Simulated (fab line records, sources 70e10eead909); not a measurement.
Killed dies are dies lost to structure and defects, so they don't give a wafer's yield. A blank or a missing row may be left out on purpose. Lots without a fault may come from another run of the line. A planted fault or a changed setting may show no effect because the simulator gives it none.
fab line records | flow nand_harc
record lots=24 wafers=72 last_day=25
route steps=1159 shown A_STAIRCASE@613
lots that met no fault: from a run of the same line without faults
start_h: hours from the record's first day to the start of the lot's first wafer shown | wait_h: hours since the lot's step before | " the same as in the row above | L1.1+2: a row that stands for several wafers | - no value, or no start given | * or withheld: withheld | < > ~ a bound
route shown NAME@n: a module of which the file shows steps, and the number in the route of the first | usual: mean/standard deviation of fault-free wafers | same: alike in all rows | chamber/n: place in a boat | sites: the reading at each site | _std_site: their standard deviation | _edge_site: outer sites' mean less inner sites' | radius_mm: how far each site lies from the wafer's centre | mask NAME#n: copy n | behind: the tool/chamber that last shaped the wafer | hold: why the lot was held/for how many hours/how that ended | device: the transistor (n, p or np) that didn't switch | end of line: the same wafers' tests at the end of the route | a step without rows: its recipe alone | killed: dies lost to structure and defects at the first sort, not the wafer's yield | map: a wafer's dies, x killed, . not, _ none there
set.NAME: the setting as run; set.NAME@STEP: as run at that earlier step | model.NAME: the simulator's own value behind a step, which no gauge read
steps of the route over a sample of lots; a table a step, a row a wafer
services: from which hour (start_h, from the record's first day; less than 0 if before it) a tool's chamber was out of use, for how many hours, and why
## steps
# step NHARC_A_STAIRCASE_DESCUM_219
# recipe time_s=3 o2_flow_sccm=200 ar_flow_sccm=0 bias_power_w=0 chemistry=O2
# usual drypump_motor_current_A=5.8/0.48 oes_product_au=1.001/0.015 rf_vpp_V=57.7/0.88 showerhead_plenum_p_Torr=1.88/0.079 throttle_valve_pct=11.310/0.0094
# columns lot.wafer tool chamber start_h wait_h drypump_motor_current_A oes_product_au rf_hours_counter_h rf_vpp_V showerhead_plenum_p_Torr throttle_valve_pct
L075.4 rie_diel-13 2 240.99 - 5.4 1.015 55 57.8 2.01 11.301
L075.2 " 3 " " 5.0 1.011 50 57.0 1.81 11.317
L075.5 " 1 " " 5.6 0.974 - 57.8 1.86 11.324
L074.2 rie_diel-13 1 242.60 - 5.6 0.985 59 58.8 1.86 11.306
L074.4 " 2 " " 5.4 1.014 56 59.7 2.01 11.318
L074.5 " 3 " " 5.0 1.000 - 56.0 1.80 11.310
L077.1 rie_diel-10 3 256.90 - 6.0 0.994 36 59.5 1.97 11.310
L077.4 " 2 " " 5.6 1.002 - 57.9 1.86 11.306
L077.6 " 3 " " 6.0 0.994 - 58.4 1.97 11.304
L076.1 rie_diel-13 0 261.74 - 5.2 1.042 64 58.4 1.76 11.299
L076.2 " 1 " " 5.5 0.995 66 58.1 1.86 11.305
L076.5 " 3 " " 4.9 1.010 - 56.7 1.80 11.313
L078.3 rie_diel-11 2 266.43 - 6.5 0.995 4 57.0 1.94 11.315
L078.1 " 1 " " 5.2 0.982 29 56.7 1.80 11.306
L078.5 " 3 " " 5.9 1.006 - 56.8 1.89 11.304
L079.4 rie_diel-13 2 275.73 - 5.5 1.024 68 58.0 2.00 11.307
L079.6 " 2 " " 5.5 1.013 - 57.3 2.00 11.300
L079.5 " 3 " " 4.9 1.023 - 57.5 1.80 11.302
L080.4 rie_diel-11 1 276.95 - 5.2 0.968 33 56.7 1.80 11.309
L080.3 " 2 " " 6.5 0.986 7 57.9 1.94 11.312
L080.5 " 0 " " 6.1 0.982 - 57.6 1.94 11.307
L082.3 rie_diel-11 2 289.41 - 6.5 0.984 14 57.8 1.94 11.290
L082.2 " 0 " " 6.1 0.987 40 57.0 1.93 11.300
L082.5 " 1 " " 5.2 0.977 - 55.7 1.79 11.325
L083.3 rie_diel-11 0 289.68 - 6.0 0.989 40 56.9 1.93 11.309
L083.2 " 1 " " 5.2 0.973 41 57.1 1.79 11.288
L083.1 " 2 " " 6.5 0.982 14 57.7 1.94 11.314
L081.2 rie_diel-11 3 292.65 - 5.9 1.002 40 57.3 1.89 11.327
L081.3 " 0 " " 6.1 1.004 41 58.9 1.93 11.319
L081.5 " 2 " " 6.5 0.988 - 56.3 1.94 11.321
L085.1 rie_diel-10 3 298.51 - 6.0 1.000 53 58.6 1.96 11.313
L085.2 " 2 " " 5.6 1.013 51 56.9 1.85 11.320
L085.6 " 0 " " 6.3 1.004 - 58.4 2.03 11.303
L084.3 rie_diel-10 2 302.30 - 5.6 1.014 52 58.0 1.85 11.296
L084.1 " 3 " " 6.0 1.010 56 58.6 1.96 11.320
L084.2 " 0 " " 6.2 1.014 22 58.4 2.03 11.289
L088.4 rie_diel-10 3 320.78 - 6.0 1.003 62 57.0 1.96 11.314
L088.1 " 0 " " 6.3 0.991 27 58.6 2.02 11.301
L088.2 " 1 " " 6.3 0.993 60 56.9 1.76 11.309
L086.1 rie_diel-11 0 323.90 - 6.1 1.001 50 57.0 1.93 11.304
L086.3 " 3 " " 5.9 1.018 48 58.5 1.88 11.318
L086.6 " 0 " " 6.1 1.001 - 56.6 1.93 11.318
L087.4 rie_diel-11 1 327.19 - 5.2 0.982 53 57.8 1.79 11.313
L087.3 " 2 " " 6.5 1.000 26 56.6 1.93 11.314
L087.5 " 0 " " 6.1 1.005 - 60.3 1.93 11.325
L090.3 rie_diel-10 2 334.00 - 5.6 1.002 62 58.4 1.85 11.324
L090.2 " 3 " " 6.0 0.995 66 58.5 1.96 11.296
L090.4 " 0 " " 6.2 0.987 30 59.4 2.02 11.313
L089.1 rie_diel-11 0 334.25 - 6.0 0.999 55 58.3 1.93 11.313
L089.2 " 2 " " 6.5 1.004 30 58.5 1.93 11.293
L089.5 " 3 " " 5.9 1.005 - 57.1 1.88 11.312
L092.3 rie_diel-13 1 348.23 - 5.5 0.996 25 57.0 1.85 11.329
L092.1 " 3 " " 5.0 1.010 24 57.6 1.79 11.312
L092.5 " 1 " " 5.5 0.993 - 58.1 1.85 11.309
L091.1 rie_diel-11 0 349.85 - 6.1 1.002 60 57.6 1.93 11.302
L091.2 " 1 " " 5.2 0.986 63 56.7 1.79 11.299
L091.6 " 3 " " 5.9 0.998 - 58.3 1.88 11.300
L093.3 rie_diel-11 1 354.74 - 5.2 0.978 64 57.6 1.79 11.304
L093.5 " 0 " " 6.1 1.000 - 57.8 1.93 11.308
L093.6 " 1 " " 5.2 0.980 - 57.8 1.79 11.317
L094.4 rie_diel-11 1 377.04 - 5.2 1.009 0 56.4 1.79 11.306
L094.3 " 2 " " 6.5 1.004 0 58.7 1.93 11.328
L094.2 " 3 " " 5.9 1.000 0 57.4 1.88 11.332
L095.2 rie_diel-13 3 384.28 - 4.9 1.020 37 57.3 1.79 11.318
L095.4 " 0 " " 5.2 1.031 38 57.4 2.06 11.314
L095.5 " 1 " " 5.6 0.999 - 57.6 1.85 11.303
L096.4 rie_diel-11 2 384.87 - 6.5 0.992 4 57.3 1.93 11.316
L096.1 " 3 " " 5.9 0.998 4 57.3 1.88 11.310
L096.3 " 0 " " 6.1 0.988 3 58.2 1.92 11.308
L097.4 rie_diel-11 1 396.15 - 5.2 1.013 7 56.3 1.78 11.319
L097.3 " 2 " " 6.5 0.996 9 56.5 1.93 11.301
L097.6 " 2 " " 6.5 1.002 - 55.9 1.93 11.307
# step NHARC_A_STAIRCASE_ETCH_452
# recipe target_depth_a=300 overetch_a=30 time_s=16.5 ion_energy_ev=100 cf4_flow_sccm=80 o2_flow_sccm=20 ar_flow_sccm=0 rf_w=300 bias_w=100 chemistry=CF4/O2
# usual drypump_motor_current_A=5.7/0.48 oes_ar_750_au=0.999/0.0044 oes_o_777_au=1.000/0.0048 oes_product_au=1.000/0.014 rf_vpp_V=197.7/1.5 showerhead_plenum_p_Torr=1.33/0.06 throttle_valve_pct=13.398/0.0086
# columns lot.wafer tool chamber start_h wait_h drypump_motor_current_A oes_ar_750_au oes_o_777_au oes_product_au rf_hours_counter_h rf_vpp_V showerhead_plenum_p_Torr throttle_valve_pct
L075.2 rie_diel-10 3 - - 6.0 1.005 1.000 1.000 33 198.8 1.37 13.385
L075.4 " 1 " " 6.3 1.005 1.006 0.989 - 197.4 1.23 13.407
L075.5 " 2 " " 5.6 0.996 0.996 1.011 - 198.1 1.30 13.391
L074.2 rie_diel-10 2 - - 5.6 0.996 0.996 1.013 31 197.2 1.30 13.399
L074.5 " 1 " " 6.3 1.000 1.011 1.009 - 196.1 1.23 13.393
L074.4 " 3 " " 6.0 1.000 1.006 0.990 - 200.2 1.37 13.393
L077.4 rie_diel-11 2 - - 6.5 1.002 0.996 0.989 5 199.9 1.35 13.411
L077.1 " 0 " " 6.1 0.999 1.004 0.995 30 198.3 1.35 13.412
L077.6 " 3 " " 5.9 0.998 0.998 1.000 - 195.7 1.32 13.412
L076.1 rie_diel-10 1 - - 6.3 0.997 0.996 0.998 40 196.1 1.23 13.408
L076.2 " 2 " " 5.6 0.997 0.995 1.009 37 197.7 1.29 13.390
L076.5 " 3 " " 6.0 1.002 1.002 0.990 - 197.7 1.37 13.387
L078.3 rie_diel-11 1 - - 5.2 0.991 0.999 0.970 33 196.5 1.26 13.392
L078.1 " 3 " " 5.9 1.007 0.999 1.004 32 197.6 1.32 13.398
L078.5 " 1 " " 5.2 1.008 0.995 0.981 - 195.3 1.26 13.403
L079.4 rie_diel-11 0 - - 6.1 1.002 1.003 0.999 38 199.7 1.35 13.396
L079.6 " 2 " " 6.5 0.999 1.005 0.992 - 199.3 1.35 13.391
L079.5 " 3 " " 5.9 1.002 0.998 0.997 - 196.9 1.32 13.392
L080.3 rie_diel-11 2 - - 6.5 0.999 0.997 0.989 13 197.3 1.35 13.402
L080.4 " 3 " " 5.9 1.005 0.996 1.009 37 197.6 1.32 13.403
L080.5 " 1 " " 5.2 0.999 0.990 0.979 - 195.4 1.25 13.401
L082.3 rie_diel-13 3 - - 5.0 0.997 1.002 1.023 6 195.6 1.26 13.408
L082.2 " 2 " " 5.4 0.988 1.008 0.983 6 198.1 1.40 13.402
L082.5 " 3 " " 5.0 1.009 0.996 1.024 - 194.8 1.26 13.412
L083.2 rie_diel-11 3 - - 5.9 1.007 1.005 0.995 42 197.8 1.32 13.398
L083.1 " 0 " " 6.1 1.001 1.000 0.991 43 198.0 1.35 13.401
L083.3 " 2 " " 6.5 0.999 1.003 0.992 18 197.5 1.35 13.382
L081.2 rie_diel-10 1 - - 6.3 0.999 0.998 1.000 55 195.0 1.23 13.386
L081.3 " 0 " " 6.3 0.991 0.993 1.004 22 199.2 1.41 13.400
L081.5 " 2 " " 5.6 0.992 0.998 1.015 - 198.1 1.29 13.387
L085.1 rie_diel-11 2 - - 6.5 0.999 1.006 0.997 20 196.9 1.35 13.388
L085.2 " 3 " " 5.9 0.999 1.003 1.015 44 196.3 1.32 13.395
L085.6 " 0 " " 6.0 1.006 1.001 1.005 - 197.8 1.35 13.392
L084.1 rie_diel-11 1 - - 5.2 0.995 1.003 0.969 49 195.6 1.25 13.406
L084.3 " 2 " " 6.5 0.997 1.000 0.990 22 199.2 1.35 13.407
L084.2 " 3 " " 5.9 0.996 0.999 1.002 46 198.0 1.32 13.396
L088.1 rie_diel-11 1 - - 5.2 0.996 1.005 0.986 55 195.4 1.25 13.406
L088.4 " 2 " " 6.5 1.003 0.997 1.006 29 197.2 1.35 13.405
L088.2 " 3 " " 5.9 1.005 1.001 1.018 52 196.2 1.31 13.408
L086.1 rie_diel-11 2 - - 6.5 1.000 0.994 1.000 30 198.9 1.35 13.395
L086.3 " 1 " " 5.2 1.002 1.006 0.978 55 195.4 1.25 13.418
L086.6 " 3 " " 5.9 1.000 0.999 1.002 - 196.5 1.31 13.388
L087.4 rie_diel-13 2 - - 5.4 1.002 1.002 1.003 18 199.7 1.39 13.404
L087.3 " 3 " " 4.9 0.997 1.002 1.019 18 198.3 1.25 13.405
L087.5 " 2 " " 5.5 1.006 0.994 0.998 - 198.1 1.39 13.405
L090.4 rie_diel-11 2 - - 6.5 0.996 0.998 1.000 34 198.1 1.35 13.403
L090.2 " 3 " " 5.9 0.994 1.012 1.012 57 198.1 1.31 13.397
L090.3 " 0 " " 6.1 1.002 0.997 1.006 59 198.5 1.34 13.383
L089.2 rie_diel-13 3 - - 5.0 1.004 1.003 1.008 21 195.6 1.25 13.389
L089.1 " 0 " " 5.3 0.999 1.002 1.010 22 200.8 1.44 13.389
L089.5 " 3 " " 5.0 1.001 1.000 1.011 - 196.2 1.26 13.391
L092.3 rie_diel-13 2 - - 5.4 0.995 1.009 0.985 29 198.9 1.39 13.399
L092.1 " 1 " " 5.5 1.004 0.995 0.992 30 198.0 1.29 13.400
L092.5 " 3 " " 5.0 0.997 1.005 1.008 - 195.7 1.25 13.407
L091.2 rie_diel-13 3 - - 4.9 0.988 1.003 1.016 28 195.4 1.25 13.399
L091.1 " 2 " " 5.4 1.002 0.994 0.987 30 199.4 1.39 13.388
L091.6 " 3 " " 4.9 0.994 0.999 1.021 - 196.1 1.25 13.391
L093.3 rie_diel-10 1 - - 6.3 1.005 1.006 1.000 1 198.4 1.45 13.390
L093.5 " 3 " " 6.0 1.000 1.000 1.015 - 198.1 1.36 13.407
L093.6 " 0 " " 6.3 1.002 1.009 0.986 - 198.9 1.41 13.412
L094.3 rie_diel-13 1 - - 5.6 1.005 1.003 1.007 41 197.3 1.29 13.399
L094.2 " 3 " " 5.0 1.002 1.008 1.014 38 197.0 1.25 13.402
L094.4 " 0 " " 5.3 0.996 1.002 1.027 38 200.5 1.44 13.403
L095.2 rie_diel-11 2 - - 6.5 0.997 0.999 0.991 9 198.9 1.34 13.392
L095.4 " 3 " " 5.9 0.995 0.999 0.996 8 198.5 1.31 13.405
L095.5 " 0 " " 6.1 0.999 1.005 0.992 - 198.0 1.34 13.389
L096.1 rie_diel-13 3 - - 5.0 0.995 1.003 1.024 40 196.7 1.25 13.410
L096.3 " 0 " " 5.2 1.006 0.999 1.031 41 199.5 1.44 13.392
L096.4 " 1 " " 5.6 0.992 1.005 0.993 45 196.5 1.29 13.379
L097.3 rie_diel-10 1 - - 6.3 1.006 1.005 0.995 17 200.1 1.44 13.398
L097.4 " 0 " " 6.3 1.002 0.998 1.004 18 198.2 1.40 13.394
L097.6 " 2 " " 5.5 0.999 0.998 1.001 - 196.2 1.29 13.380
# step NHARC_A_STAIRCASE_ALD_420
# recipe target_thk_a=200 pulse_time_s=6 ald_cycles=200 temp_c=300 material=SiO2
# usual heater_power_outer_w=262/30 heater_power_w=477/40 precursor_pulse_height_rel=1.000/0.021
# same ald_cycles=200
# columns lot.wafer tool chamber start_h wait_h heater_power_outer_w heater_power_w precursor_pulse_height_rel
L075.4 ald_hk-03 3 262.92 - 308 513 1.006
L075.2 " 0 " " 246 496 1.027
L075.5 " 2 " " 276 497 0.976
L074.2 ald_hk-03 1 266.86 - 238 427 0.996
L074.4 " 2 " " 277 481 1.005
L074.5 " 3 " " 301 515 0.996
L077.4 ald_hk-01 3 282.57 - 243 458 0.989
L077.1 " 0 " " 297 515 1.016
L077.6 " 2 " " 219 432 1.008
L076.1 ald_hk-01 0 285.44 - 301 498 0.973
L076.2 " 3 " " 240 455 0.985
L076.5 " 0 " " 300 529 1.020
L078.3 ald_hk-01 0 292.53 - 297 527 0.967
L078.1 " 3 " " 247 456 1.011
L078.5 " 0 " " 307 529 0.996
L079.4 ald_hk-03 2 299.72 - 268 483 0.971
L079.6 " 2 " " 268 495 0.996
L079.5 " 3 " " 314 530 1.007
L080.4 ald_hk-03 0 303.50 - 253 495 0.991
L080.3 " 2 " " 278 494 1.001
L080.5 " 3 " " 316 522 0.992
L083.3 ald_hk-03 2 314.32 - 275 491 0.981
L083.2 " 3 " " 310 535 0.994
L083.1 " 1 " " 251 409 1.008
L082.3 ald_hk-04 0 314.32 - 267 418 1.004
L082.2 " 3 " " 273 471 0.986
L082.5 " 0 " " 262 434 1.005
L081.3 ald_hk-01 1 323.21 - 249 486 0.972
L081.2 " 2 " " 222 444 0.965
L081.5 " 2 " " 225 434 0.975
L085.1 ald_hk-01 2 324.47 - 231 425 0.995
L085.2 " 3 " " 243 452 0.947
L085.6 " 1 " " 250 504 1.030
L084.2 ald_hk-01 0 329.32 - 301 521 0.970
L084.3 " 2 " " 229 430 1.051
L084.1 " 3 " " 248 444 1.007
L088.2 ald_hk-01 1 343.98 - 249 502 0.990
L088.1 " 3 " " 245 440 0.995
L088.4 " 0 " " 300 517 1.012
L086.3 ald_hk-01 0 344.93 - 299 525 0.988
L086.1 " 1 " " 255 491 0.960
L086.6 " 0 " " 301 517 1.006
L087.3 ald_hk-03 0 348.54 0.1 252 511 0.990
L087.4 " 3 " " 299 537 1.006
L087.5 " 0 " " 258 487 1.012
L090.3 ald_hk-04 2 357.72 - 313 551 0.980
L090.4 " 3 " " 279 476 0.989
L090.2 " 0 " " 265 443 0.967
L089.2 ald_hk-01 0 357.94 0.4 297 522 1.002
L089.1 " 1 " " 261 480 1.006
L089.5 " 3 " " 250 460 0.977
L092.1 ald_hk-04 3 377.99 - 254 434 1.024
L092.3 " 0 " " 253 431 1.009
L092.5 " 0 " " 253 430 0.986
L091.1 ald_hk-03 3 378.00 - 304 505 1.014
L091.2 " 2 " " 263 478 1.054
L091.6 " 3 " " 299 511 1.045
L093.3 ald_hk-03 0 384.03 - 252 502 0.975
L093.6 " 3 " " 309 522 1.006
L093.5 " 0 " " 254 502 0.978
L094.2 ald_hk-01 1 400.21 0.5 258 491 0.978
L094.3 " 2 " " 228 440 1.026
L094.4 " 3 " " 244 461 1.023
L095.4 ald_hk-04 0 407.22 - 252 430 0.960
L095.2 " 3 " " 258 438 1.014
L095.5 " 0 " " 253 424 1.012
L096.3 ald_hk-01 3 407.22 - 242 455 0.998
L096.4 " 1 " " 248 511 1.005
L096.1 " 2 " " 227 445 1.020
L097.4 ald_hk-01 3 419.53 - 251 468 0.997
L097.3 " 2 " " 218 428 0.981
L097.6 " 0 " " 301 537 0.985
# step NHARC_A_STAIRCASE_DEP_151
# recipe target_thk_a=38000 temp_c=400 target_thk_nm=3800 teos_flow_sccm=200 rf_w=500 material=SiO2
# usual heater_power_outer_w=406/69 heater_power_w=710/100 mfc_precursor_sccm=199.9/0.64
# columns lot.wafer tool chamber start_h wait_h heater_power_outer_w heater_power_w mfc_precursor_sccm
L075.2 pecvd-02 2 271.04 0.6 360 643 200.8
L075.4 " 0 " " 459 789 200.0
L075.5 " 2 " " 275 555 200.1
L074.2 pecvd-02 1 274.87 0.5 480 792 199.4
L074.5 " 1 " " 376 678 200.6
L074.4 " 2 " " 280 542 200.0
L076.1 pecvd-04 0 290.53 0.4 359 688 199.6
L076.2 " 2 " " 473 754 200.2
L076.5 " 2 " " 380 637 200.6
L077.1 pecvd-02 0 290.62 0.5 477 842 200.3
L077.6 " 0 " " 442 802 200.3
L077.4 " 1 " " 388 667 199.7
L078.1 pecvd-02 1 300.74 0.4 463 786 199.4
L078.3 " 0 " " 518 896 199.1
L078.5 " 1 " " 390 674 199.2
L079.4 pecvd-03 2 308.26 0.7 329 548 199.9
L079.5 " 0 " " 412 694 199.8
L079.6 " 1 " " 350 642 200.2
L080.3 pecvd-02 2 311.62 0.4 312 579 199.5
L080.4 " 2 " " 281 523 199.8
L080.5 " 0 " " 457 826 201.0
L083.1 pecvd-03 2 322.59 0.4 364 607 200.4
L083.2 " 0 " " 459 783 200.6
L083.3 " 1 " " 464 818 200.0
L082.3 pecvd-04 2 322.60 0.4 433 727 199.5
L082.2 " 0 " " 448 801 199.2
L082.5 " 0 " " 340 668 200.1
L085.1 pecvd-03 1 331.92 0.4 384 687 200.1
L085.2 " 2 " " 425 675 199.8
L085.6 " 2 " " 336 542 199.8
L081.3 pecvd-04 1 332.01 0.5 515 859 200.0
L081.2 " 2 " " 398 663 199.9
L081.5 " 0 " " 342 674 199.3
L084.3 pecvd-04 1 339.12 1.0 498 839 199.7
L084.2 " 2 " " 409 684 201.4
L084.1 " 0 " " 373 729 200.0
L086.3 pecvd-02 0 352.24 0.4 545 885 200.5
L086.1 " 1 " " 488 850 200.1
L086.6 " 2 " " 305 583 200.7
L088.1 pecvd-04 1 352.24 0.4 527 916 200.6
L088.2 " 2 " " 484 785 200.2
L088.4 " 1 " " 408 734 200.6
L087.3 pecvd-02 1 356.79 0.4 439 755 201.2
L087.4 " 1 " " 385 676 199.9
L087.5 " 0 " " 443 774 199.8
L089.1 pecvd-04 0 365.82 0.4 405 744 199.8
L089.2 " 2 " " 448 767 200.0
L089.5 " 2 " " 375 641 199.8
L090.2 pecvd-02 1 365.91 0.5 447 779 199.5
L090.3 " 2 " " 384 702 199.7
L090.4 " 1 " " 375 667 200.0
L092.3 pecvd-03 1 386.30 0.4 365 684 200.3
L092.1 " 0 " " 521 837 199.1
L092.5 " 0 " " 408 698 200.0
L091.2 pecvd-02 2 386.40 0.5 400 728 199.4
L091.1 " 0 " " 567 971 200.8
L091.6 " 0 " " 436 774 200.1
L093.3 pecvd-03 1 392.20 0.4 474 808 200.1
L093.5 " 2 " " 324 547 200.3
L093.6 " 0 " " 411 698 199.9
L094.3 pecvd-03 1 408.53 0.5 465 798 201.2
L094.2 " 2 " " 401 632 199.9
L094.4 " 2 " " 329 540 199.3
L096.1 pecvd-03 2 415.51 0.4 347 583 200.8
L096.3 " 0 " " 530 831 199.5
L096.4 " 0 " " 412 704 199.7
L095.2 pecvd-04 1 415.63 0.5 538 912 199.4
L095.4 " 2 " " 322 559 199.9
L095.5 " 0 " " 311 618 199.9
L097.3 pecvd-02 2 427.88 0.5 369 675 200.2
L097.4 " 2 " " 310 580 199.7
L097.6 " 0 " " 441 779 199.0
# step NHARC_A_STAIRCASE_DEP_322
# recipe target_thk_a=38000 temp_c=400 target_thk_nm=3800 teos_flow_sccm=200 rf_w=500 material=SiO2
# usual heater_power_outer_w=408/69 heater_power_w=712/100 mfc_precursor_sccm=200.0/0.6
# columns lot.wafer tool chamber start_h wait_h heater_power_outer_w heater_power_w mfc_precursor_sccm
L075.2 pecvd-02 2 277.90 0.1 331 610 200.3
L075.4 " 2 " " 283 537 200.0
L075.5 " 1 " " 393 678 199.3
L074.2 pecvd-03 1 282.85 0.3 389 691 200.5
L074.5 " 2 " " 312 535 198.9
L074.4 " 0 " " 401 690 200.2
L077.1 pecvd-02 1 298.64 0.2 417 724 199.1
L077.6 " 1 " " 393 681 199.7
L077.4 " 0 " " 445 810 200.5
L076.1 pecvd-04 2 298.76 0.3 483 794 201.2
L076.2 " 0 " " 467 825 200.7
L076.5 " 2 " " 374 652 200.9
L078.3 pecvd-04 2 308.62 0.1 380 681 200.2
L078.1 " 0 " " 426 768 200.2
L078.5 " 0 " " 346 661 201.7
L079.4 pecvd-03 0 316.01 0.4 401 693 199.8
L079.6 " 1 " " 343 663 200.0
L079.5 " 2 " " 324 543 200.0
L080.3 pecvd-04 2 321.71 0.2 509 787 200.3
L080.4 " 2 " " 376 646 198.9
L080.5 " 0 " " 358 653 200.7
L082.2 pecvd-02 0 331.18 0.1 581 982 200.2
L082.3 " 1 " " 451 799 200.0
L082.5 " 0 " " 459 800 200.4
L083.1 pecvd-04 2 331.18 0.1 427 705 200.0
L083.2 " 0 " " 388 716 199.8
L083.3 " 1 " " 436 758 199.6
L085.1 pecvd-03 2 341.19 0.1 346 562 199.5
L085.2 " 1 " " 429 764 199.8
L085.6 " 2 " " 336 556 200.1
L081.3 pecvd-04 1 341.31 0.2 448 758 199.2
L081.2 " 0 " " 416 773 201.4
L081.5 " 1 " " 410 715 200.5
L084.3 pecvd-03 2 347.03 0.1 424 688 199.4
L084.2 " 0 " " 488 803 199.6
L084.1 " 1 " " 370 678 200.2
L086.3 pecvd-04 0 360.73 0.2 457 806 199.6
L086.1 " 1 " " 538 896 199.4
L086.6 " 1 " " 404 740 200.1
L088.2 pecvd-03 1 360.78 0.2 440 783 198.8
L088.1 " 2 " " 335 547 198.8
L088.4 " 1 " " 349 665 199.8
L087.3 pecvd-02 0 363.98 0.3 531 927 200.3
L087.4 " 2 " " 309 585 200.0
L087.5 " 0 " " 437 778 200.1
L090.2 pecvd-03 2 373.70 0.1 424 671 200.1
L090.3 " 0 " " 526 818 200.6
L090.4 " 1 " " 345 653 199.2
L089.2 pecvd-02 2 373.78 0.2 342 629 199.3
L089.1 " 0 " " 482 834 200.7
L089.5 " 2 " " 307 579 199.3
L092.3 pecvd-04 1 393.40 0.1 518 867 199.9
L092.1 " 0 " " 409 754 201.1
L092.5 " 1 " " 420 735 200.7
L091.1 pecvd-02 2 393.49 0.2 389 675 200.1
L091.2 " 0 " " 559 971 199.8
L091.6 " 2 " " 304 599 199.9
L093.3 pecvd-02 0 400.23 0.3 542 912 200.7
L093.5 " 1 " " 370 705 200.1
L093.6 " 0 " " 437 778 200.4
L094.2 pecvd-04 0 417.31 0.2 339 647 199.7
L094.3 " 1 " " 543 887 199.7
L094.4 " 1 " " 411 734 200.3
L096.1 pecvd-03 0 422.60 0.1 523 841 199.6
L096.3 " 1 " " 442 764 200.5
L096.4 " 0 " " 398 699 200.6
L095.2 pecvd-02 2 422.79 0.3 421 747 200.3
L095.4 " 1 " " 372 680 199.7
L095.5 " 2 " " 310 586 200.6
L097.3 pecvd-02 0 438.73 0.1 528 929 198.8
L097.6 " 1 " " 378 670 200.5
L097.4 " 2 " " 308 583 200.8
# step NHARC_A_STAIRCASE_DEP_325
# recipe target_thk_a=38000 temp_c=400 target_thk_nm=3800 teos_flow_sccm=200 rf_w=500 material=SiO2
# usual heater_power_outer_w=403/64 heater_power_w=701/97 mfc_precursor_sccm=200.1/0.63
# columns lot.wafer tool chamber start_h wait_h heater_power_outer_w heater_power_w mfc_precursor_sccm
L075.2 pecvd-02 2 285.16 0.3 295 549 200.8
L075.5 " 0 " " 458 795 200.4
L075.4 " 1 " " 391 681 199.8
L074.2 pecvd-03 1 290.52 0.1 371 665 198.8
L074.4 " 1 " " 369 662 199.3
L074.5 " 2 " " 321 527 199.0
L076.1 pecvd-02 1 305.75 0.1 497 863 200.2
L076.2 " 0 " " 511 867 199.3
L076.5 " 1 " " 377 686 200.9
L077.1 pecvd-03 0 305.83 0.2 443 748 199.9
L077.4 " 2 " " 330 546 200.5
L077.6 " 0 " " 417 702 200.8
L078.1 pecvd-04 1 318.75 0.2 543 887 200.9
L078.3 " 2 " " 496 785 199.8
L078.5 " 1 " " 417 742 200.2
L080.3 pecvd-03 2 328.28 0.1 326 548 199.2
L080.5 " 2 " " 327 546 200.0
L080.4 " 1 " " 350 664 201.0
L079.4 pecvd-04 0 328.55 0.4 346 657 199.1
L079.5 " 1 " " 426 737 201.2
L079.6 " 2 " " 378 640 199.0
L082.3 pecvd-04 1 338.28 0.1 534 880 200.8
L082.2 " 2 " " 486 765 200.1
L082.5 " 0 " " 355 673 200.5
L083.1 pecvd-03 2 338.39 0.2 415 667 199.6
L083.3 " 0 " " 494 830 200.9
L083.2 " 1 " " 370 685 200.3
L085.1 pecvd-03 2 348.56 0.1 393 636 200.2
L085.2 " 1 " " 463 794 200.3
L085.6 " 2 " " 333 536 200.1
L081.3 pecvd-04 2 348.58 0.1 478 780 199.8
L081.2 " 0 " " 418 756 200.8
L081.5 " 0 " " 349 665 200.9
L084.3 pecvd-03 0 354.08 0.1 535 858 199.6
L084.1 " 1 " " 404 735 201.2
L084.2 " 2 " " 343 568 200.8
L086.1 pecvd-02 1 367.73 0.1 459 772 200.5
L086.3 " 0 " " 558 962 199.9
L086.6 " 2 " " 305 578 199.8
L088.1 pecvd-03 1 367.83 0.2 388 685 199.2
L088.2 " 2 " " 415 664 199.9
L088.4 " 1 " " 358 661 199.8
L087.3 pecvd-04 2 371.06 0.3 390 643 199.3
L087.5 " 1 " " 428 731 199.1
L087.4 " 2 " " 370 633 200.3
L089.2 pecvd-03 1 380.75 0.1 426 766 200.4
L089.1 " 2 " " 388 618 200.5
L089.5 " 2 " " 327 551 201.1
L090.3 pecvd-02 2 380.95 0.3 358 652 199.5
L090.2 " 1 " " 458 772 200.3
L090.4 " 0 " " 445 794 201.2
L092.1 pecvd-02 2 401.25 0.1 366 664 200.6
L092.3 " 1 " " 478 813 199.9
L092.5 " 0 " " 444 786 201.0
L091.2 pecvd-04 0 401.25 0.1 441 755 200.8
L091.1 " 2 " " 416 682 200.3
L091.6 " 1 " " 420 736 201.4
L093.3 pecvd-03 2 407.32 0.3 386 619 199.3
L093.6 " 0 " " 403 689 200.1
L093.5 " 2 " " 325 544 199.0
L094.2 pecvd-04 1 425.65 0.2 490 827 200.1
L094.3 " 2 " " 369 626 200.3
L094.4 " 2 " " 313 554 200.0
L096.1 pecvd-02 2 429.90 0.3 328 608 200.5
L096.3 " 0 " " 484 858 199.4
L096.4 " 1 " " 370 665 200.8
L095.2 pecvd-03 2 430.23 0.6 420 668 200.0
L095.4 " 0 " " 406 704 200.0
L095.5 " 2 " " 332 545 199.5
L097.3 pecvd-02 2 446.78 0.2 332 630 199.3
L097.6 " 1 " " 382 661 199.7
L097.4 " 0 " " 430 784 198.9
## services
# columns tool chamber start_h hours kind
rie_diel-11 0 223.21 - clean
rie_diel-11 1 223.21 - clean
ald_hk-01 - 231.53 10.0 pm
rie_diel-11 - 237.80 0.4 repair
pecvd-04 1 290.46 14.5 repair
pecvd-03 - 292.30 13.0 pm
ald_hk-03 - 322.66 10.0 pm
ald_hk-01 - 325.71 0.7 repair
pecvd-02 - 334.19 13.0 pm
pecvd-02 0 334.19 13.0 vent_cycle
pecvd-02 1 334.19 13.0 vent_cycle
pecvd-02 2 334.19 13.0 vent_cycle
rie_diel-10 2 344.04 9.2 repair
pecvd-02 0 347.19 - clean
pecvd-02 1 347.19 - clean
pecvd-02 2 347.19 - clean
rie_diel-10 - 353.50 9.0 pm
rie_diel-11 - 366.65 9.0 pm
ald_hk-04 - 372.47 2.4 repair
rie_diel-10 3 373.61 6.9 repair
pecvd-04 - 376.00 13.0 pm
ald_hk-01 - 409.53 10.0 pm
rie_diel-13 2 413.52 13.1 repair
rie_diel-13 3 421.53 9.9 repair
## key
fault none
